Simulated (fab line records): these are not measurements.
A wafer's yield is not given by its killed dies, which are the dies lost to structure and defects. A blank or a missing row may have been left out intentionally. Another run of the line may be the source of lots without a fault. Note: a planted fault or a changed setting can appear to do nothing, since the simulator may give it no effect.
Matching of chambers / flow n5Finfet / rieDiel-04 running N5_BEOL_M4_ETCH_64: 4 sister chambers
The step etches SOC in N2/H2, target depth 75 nm, overetch 22.5 nm, time 121.9 s. 4 wafers are shown with their chamber, then 8 later ones without.

## EACH WAFER AND ITS CHAMBER
wafer=L074.5; chamber=0; drypumpMotorCurrentA (A)=5.6
wafer=L085.1; chamber=1; drypumpMotorCurrentA (A)=6.4
wafer=L085.4; chamber=3; drypumpMotorCurrentA (A)=6.0
wafer=L093.1; chamber=2; drypumpMotorCurrentA (A)=5.9

## WAFERS WHOSE CHAMBER IS MISSING
wafer=L093.4; drypumpMotorCurrentA (A)=6.4
wafer=L093.5; drypumpMotorCurrentA (A)=5.9
wafer=L094.4; drypumpMotorCurrentA (A)=6.0
wafer=L094.5; drypumpMotorCurrentA (A)=5.7
wafer=L094.6; drypumpMotorCurrentA (A)=6.4
wafer=L095.1; drypumpMotorCurrentA (A)=5.9
wafer=L095.3; drypumpMotorCurrentA (A)=6.0
wafer=L095.6; drypumpMotorCurrentA (A)=5.9

## EACH ONE'S CHAMBER
wafer=L093.4; from the rows above=1; in truth=1
wafer=L093.5; from the rows above=2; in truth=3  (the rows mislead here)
wafer=L094.4; from the rows above=3; in truth=3
wafer=L094.5; from the rows above=0; in truth=0
wafer=L094.6; from the rows above=1; in truth=1
wafer=L095.1; from the rows above=2; in truth=2
wafer=L095.3; from the rows above=3; in truth=3
wafer=L095.6; from the rows above=2; in truth=2
7 of 8 placed correctly. Can't be placed from these rows: 0. 1 placed wrongly.
How it was worked out, from the rows above alone: a wafer's distance from a chamber is the root of the sum, over the readings, of the square of ((its reading less the chamber's mean) divided by the reading's scatter). The wafer belongs to the nearest chamber; if the next one is less than 2 further off, it can't be placed. The mean given for a chamber averages the wafers shown for that chamber. The scatter (one wafer shown for each chamber): square how far every hidden wafer sits from the nearest shown wafer, average those squares and take the square root.
